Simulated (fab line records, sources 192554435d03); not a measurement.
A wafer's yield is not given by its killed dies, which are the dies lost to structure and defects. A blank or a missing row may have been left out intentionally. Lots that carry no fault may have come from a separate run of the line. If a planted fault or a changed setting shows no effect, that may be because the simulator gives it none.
Chamber matching || flow n5-finfet || N5_BEOL_M10_CURE_71 on uv-cure-03 has 3 sister chambers
The step cures SiCOH lowk, time 240 s. 3 wafers are shown with their chamber, then 8 later ones without.

EACH WAFER AND ITS CHAMBER
{"wafer": "L082.6", "chamber": 2, "wafer_temp_C_max": 386.8}
{"wafer": "L085.4", "chamber": 1, "wafer_temp_C_max": 386.4}
{"wafer": "L087.2", "chamber": 0, "wafer_temp_C_max": 387.3}

WAFERS WHOSE CHAMBER IS MISSING
{"wafer": "L087.4", "wafer_temp_C_max": 387.4}
{"wafer": "L087.6", "wafer_temp_C_max": 386.9}
{"wafer": "L093.1", "wafer_temp_C_max": 386.3}
{"wafer": "L093.2", "wafer_temp_C_max": 386.8}
{"wafer": "L093.5", "wafer_temp_C_max": 386.4}
{"wafer": "L097.2", "wafer_temp_C_max": 386.9}
{"wafer": "L097.3", "wafer_temp_C_max": 386.9}
{"wafer": "L097.5", "wafer_temp_C_max": 386.5}

THE CHAMBER EACH PASSED THROUGH
{"wafer": "L087.4", "from the rows above": 0, "in truth": 0}
{"wafer": "L087.6", "from the rows above": 2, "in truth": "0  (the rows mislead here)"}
{"wafer": "L093.1", "from the rows above": 1, "in truth": 1}
{"wafer": "L093.2", "from the rows above": 2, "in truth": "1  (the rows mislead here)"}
{"wafer": "L093.5", "from the rows above": 1, "in truth": 1}
{"wafer": "L097.2", "from the rows above": 2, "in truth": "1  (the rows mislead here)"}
{"wafer": "L097.3", "from the rows above": 2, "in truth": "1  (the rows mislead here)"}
{"wafer": "L097.5", "from the rows above": 1, "in truth": 1}
Correct placement for 4 of the 8. Number that these rows cannot place: 0. 4 placed wrongly.
How it was worked out, from the rows above alone: a wafer's distance from a chamber is the root of the sum, over the readings, of the square of ((its reading less the chamber's mean) divided by the reading's scatter). The wafer belongs to the nearest chamber; if the next one is less than 2 further off, it can't be placed. The mean given for a chamber averages the wafers shown for that chamber. The scatter: with one shown wafer a chamber, the root of the mean of the squares of how far each hidden wafer lies from its nearest shown one.
